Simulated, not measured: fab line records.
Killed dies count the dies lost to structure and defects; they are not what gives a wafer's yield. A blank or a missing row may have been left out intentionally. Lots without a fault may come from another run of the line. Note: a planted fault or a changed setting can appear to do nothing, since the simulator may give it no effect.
What tool caused it? | flow n5_finfet | 9 lots, 27 wafers sampled, at 6 steps of a route of 1938

== WHAT THE GAUGES SHOWED, per wafer ==
N5_STI_FIN_REVEAL_THK_MEAS_05.
lot  | measured    | on            | thk_nm (nm)
L907 | day 2 16:11 | film_metro-02 | 131.2 131.7 132.0
L908 | day 2 22:26 | film_metro-01 | 130.8 132.1 131.6
L909 | day 3 04:00 | film_metro-01 | 133.7 133.8 133.4
L923 | day 6 17:09 | film_metro-01 | 131.9 131.0 132.0
L924 | day 6 21:17 | film_metro-02 | 131.9 132.4 133.6
L925 | day 7 02:55 | film_metro-01 | 132.7 131.5 131.5
L926 | day 7 10:35 | film_metro-02 | 131.5 131.3 131.3
L927 | day 7 14:44 | film_metro-02 | 131.3 130.7 131.6
L928 | day 7 20:58 | film_metro-01 | 131.1 130.8 131.3

N5_STI_FIN_REVEAL_INSPECT_13: inspects for defects (darkfield).
lot  | measured    | on                | raw_defect_count
L907 | day 2 19:49 | defect_inspect-02 | 17 15 9
L908 | day 3 01:53 | defect_inspect-02 | 23 20 16
L909 | day 3 07:17 | defect_inspect-02 | 551 9 5
L923 | day 6 20:37 | defect_inspect-01 | 12 8 7
L924 | day 7 00:58 | defect_inspect-01 | 10 11 10
L925 | day 7 06:23 | defect_inspect-01 | 8 5 21
L926 | day 7 13:52 | defect_inspect-01 | 14 18 8
L927 | day 7 18:01 | defect_inspect-01 | 17 8 11
L928 | day 8 00:20 | defect_inspect-02 | 9 19 10

N5_BEOL_M4_RC_MEAS_101.
lot  | measured     | on        | DIBL_N (mV/V)  | DIBL_P (mV/V)  | IOFF_N (nA/um)    | IOFF_P (nA/um)    | ION_N (uA/um) | ION_P (uA/um) | SS_N (mV/dec)  | SS_P (mV/dec)  | VT_N (mV)         | VT_P (mV)
L907 | day 8 18:44  | prober-01 | 35.9 35.3 34.9 | 36.2 35.8 36.1 | 0.177 0.163 0.159 | 0.208 0.198 0.204 | 682 679 676   | 458 459 464   | 71.3 71.8 70.8 | 73.9 73.7 73.1 | 246.9 248.9 248.7 | -250.4 -251.5 -252.7
L908 | day 8 20:23  | prober-02 | 33.8 33.5 33.9 | 34.7 34.5 35.1 | 0.143 0.133 0.139 | 0.199 0.186 0.199 | 667 672 663   | 461 464 464   | 71.0 71.5 70.9 | 72.4 72.5 72.8 | 250.9 250.1 250.9 | -250.0 -250.8 -250.2
L909 | day 9 18:23  | prober-02 | 36.5 35.0 36.1 | 37.3 36.3 37.1 | 0.167 0.150 0.163 | 0.198 0.182 0.197 | 677 679 680   | 461 452 462   | 70.8 71.0 71.5 | 74.3 73.0 73.2 | 249.8 252.0 248.3 | -253.7 -254.3 -251.2
L923 | day 13 14:47 | prober-01 | 36.5 36.6 36.1 | 36.9 37.0 36.0 | 0.146 0.141 0.139 | 0.178 0.178 0.168 | 671 660 674   | 459 451 457   | 70.9 70.4 71.4 | 73.0 72.9 73.4 | 250.3 250.9 249.9 | -251.8 -254.6 -253.8
L924 | day 13 14:14 | prober-02 | 34.5 33.8 35.7 | 36.0 35.6 37.6 | 0.143 0.137 0.164 | 0.198 0.187 0.223 | 681 665 681   | 470 466 467   | 71.5 71.2 71.5 | 73.3 73.1 73.5 | 252.2 253.1 249.4 | -248.9 -253.0 -251.9
L925 | day 13 17:34 | prober-01 | 36.5 35.8 36.4 | 36.4 35.8 36.3 | 0.174 0.162 0.172 | 0.228 0.218 0.228 | 688 681 677   | 471 469 468   | 71.9 72.0 71.1 | 72.9 72.9 72.5 | 246.3 248.6 245.5 | -248.1 -249.2 -247.2
L926 | day 13 17:28 | prober-02 | 36.1 36.2 35.4 | 36.0 36.6 35.8 | 0.162 0.164 0.149 | 0.183 0.187 0.176 | 675 668 669   | 454 455 452   | 71.9 72.0 71.4 | 73.0 73.8 73.1 | 250.0 248.5 250.2 | -253.1 -255.2 -256.0
L927 | day 14 01:35 | prober-02 | 35.1 35.0 35.1 | 35.8 36.8 36.6 | 0.128 0.132 0.138 | 0.167 0.175 0.171 | 669 668 672   | 455 454 456   | 71.1 71.7 71.8 | 73.3 73.4 73.2 | 255.3 253.2 252.9 | -254.2 -253.3 -257.5
L928 | day 14 19:56 | prober-01 | 41.0 37.6 38.4 | 40.4 35.8 36.5 | 0.248 0.157 0.177 | 0.306 0.216 0.238 | 686 667 669   | 469 459 455   | 72.2 72.2 71.4 | 74.8 73.7 74.4 | 245.1 251.9 249.1 | -245.4 -252.3 -249.1

== EACH LOT AND THE TOOL THAT RAN IT (in order: tool; ch and the chambers of the sampled wafers; start) ==
lot  | N5_FIN_CUT_CUT_ETCH_15          | N5_STI_FIN_REVEAL_ALD_14         | N5_STI_FIN_REVEAL_PRECLEAN_29
L907 | rie_si-04 ch 1,2,3, day 2 09:53 | ald_sin-02 ch 0,1,3, day 2 10:16 | wet_bench-06 ch 1,5,6, day 2 16:50
L908 | rie_si-04 ch 0,2,3, day 2 16:20 | ald_sin-04 ch 0,1,2, day 2 17:05 | wet_bench-06 ch 4,5,6, day 2 23:02
L909 | rie_si-03 ch 1,2,3, day 2 21:42 | ald_sin-04 ch 0,1, day 2 22:04   | wet_bench-06 ch 1,2,5, day 3 04:26
L923 | rie_si-04 ch 0,1,3, day 6 10:58 | ald_sin-04 ch 0,1, day 6 11:49   | wet_bench-06 ch 0,4,7, day 6 17:35
L924 | rie_si-04 ch 0,3, day 6 15:15   | ald_sin-04 ch 0,2,3, day 6 15:38 | wet_bench-01 ch 0,3,5, day 6 21:50
L925 | rie_si-04 ch 1,2,3, day 6 21:13 | ald_sin-02 ch 0,2,3, day 6 21:35 | wet_bench-05 ch 1,2,3, day 7 03:27
L926 | rie_si-03 ch 1,2,3, day 7 04:40 | ald_sin-04 ch 0,2,3, day 7 05:16 | wet_bench-05 ch 1,2,3, day 7 11:02
L927 | rie_si-04 ch 1,2,3, day 7 08:43 | ald_sin-04 ch 1,2, day 7 09:23   | wet_bench-05 ch 1,4,5, day 7 15:11
L928 | rie_si-04 ch 0,1,2, day 7 15:02 | ald_sin-02 ch 0,2,3, day 7 15:38 | wet_bench-06 ch 2,3,5, day 7 21:30
- N5_FIN_CUT_CUT_ETCH_15: etches Si in HBr/Cl2/O2, target depth 100 nm, bt time 10 s, time 42.4 s.
- N5_STI_FIN_REVEAL_ALD_14: deposits Si3N4, target thk 3 nm.
- N5_STI_FIN_REVEAL_PRECLEAN_29: cleans in DHF, time 30 s.

== WHAT THE TOOLS THEMSELVES READ (means of the sampled wafers that have a number; where no wafer has one, the mark that the record gives instead) ==
N5_FIN_CUT_CUT_ETCH_15.
lot  | tool      | chamber_pressure_mTorr (mTorr) | drypump_motor_current_A (A) | oes_product_au (a.u.) | throttle_valve_pct (%)
L907 | rie_si-04 | 9.996                          | 5.5                         | 1.005                 | 37.3
L908 | rie_si-04 | 10.000                         | 5.5                         | 0.998                 | 37.1
L909 | rie_si-03 | 10.015                         | 5.9                         | 0.999                 | 37.2
L923 | rie_si-04 | 10.008                         | 6.0                         | 1.002                 | 37.1
L924 | rie_si-04 | 10.009                         | 5.9                         | 0.986                 | 36.9
L925 | rie_si-04 | 9.997                          | 5.6                         | 1.008                 | 37.2
L926 | rie_si-03 | 10.006                         | 5.9                         | 1.004                 | 37.2
L927 | rie_si-04 | 10.001                         | 5.6                         | 1.006                 | 37.2
L928 | rie_si-04 | 10.000                         | 6.0                         | 1.010                 | 37.1

N5_STI_FIN_REVEAL_ALD_14.
lot  | tool       | heater_power_w (W)
L907 | ald_sin-02 | 861
L908 | ald_sin-04 | 842
L909 | ald_sin-04 | 893
L923 | ald_sin-04 | 851
L924 | ald_sin-04 | 880
L925 | ald_sin-02 | 891
L926 | ald_sin-04 | 892
L927 | ald_sin-04 | 846
L928 | ald_sin-02 | 899

N5_STI_FIN_REVEAL_PRECLEAN_29.
lot  | tool         | bath_heat_duty_pct (%)
L907 | wet_bench-06 | 5.9
L908 | wet_bench-06 | 6.6
L909 | wet_bench-06 | 5.3
L923 | wet_bench-06 | 7.0
L924 | wet_bench-01 | 6.4
L925 | wet_bench-05 | 5.7
L926 | wet_bench-05 | 5.8
L927 | wet_bench-05 | 6.2
L928 | wet_bench-06 | 5.4

== THE ANSWER, worked out from the rows above alone ==
Rule: the usual values come from the lots themselves. The widest of any qualifying gaps counts: lots, ordered by their means at a reading, are off when they make up no more than a third of the lots, leave a main group of 4 or more, and stand apart from it by 3 or more times the standard deviation of that group's means. Not used: any main group whose means are identical at the precision the tables above print for the reading. A lot without any number at a reading at which 4 lots or more have one is off too. Where the step has rows for the other lots, those lots are counted as sound. First the gauges in route order, then the tools' own readings, where a lot's mean is used as printed above. At the first step where some lot is off, the reading lying furthest off is the one used; lots without a number count as furthest.
Off, at N5_STI_FIN_REVEAL_INSPECT_13 on raw_defect_count: L909. Mean 13 and standard deviation 3 in the main group.
If a tool, at a process step before that reading, ran all the lots that are off and no sound lot after the first of them, it fits. Gauges at N5_STI_FIN_REVEAL_INSPECT_13: tried the same way as those tools. Of those tried, none fits.

== WHAT THE SIMULATOR PUT IN ==
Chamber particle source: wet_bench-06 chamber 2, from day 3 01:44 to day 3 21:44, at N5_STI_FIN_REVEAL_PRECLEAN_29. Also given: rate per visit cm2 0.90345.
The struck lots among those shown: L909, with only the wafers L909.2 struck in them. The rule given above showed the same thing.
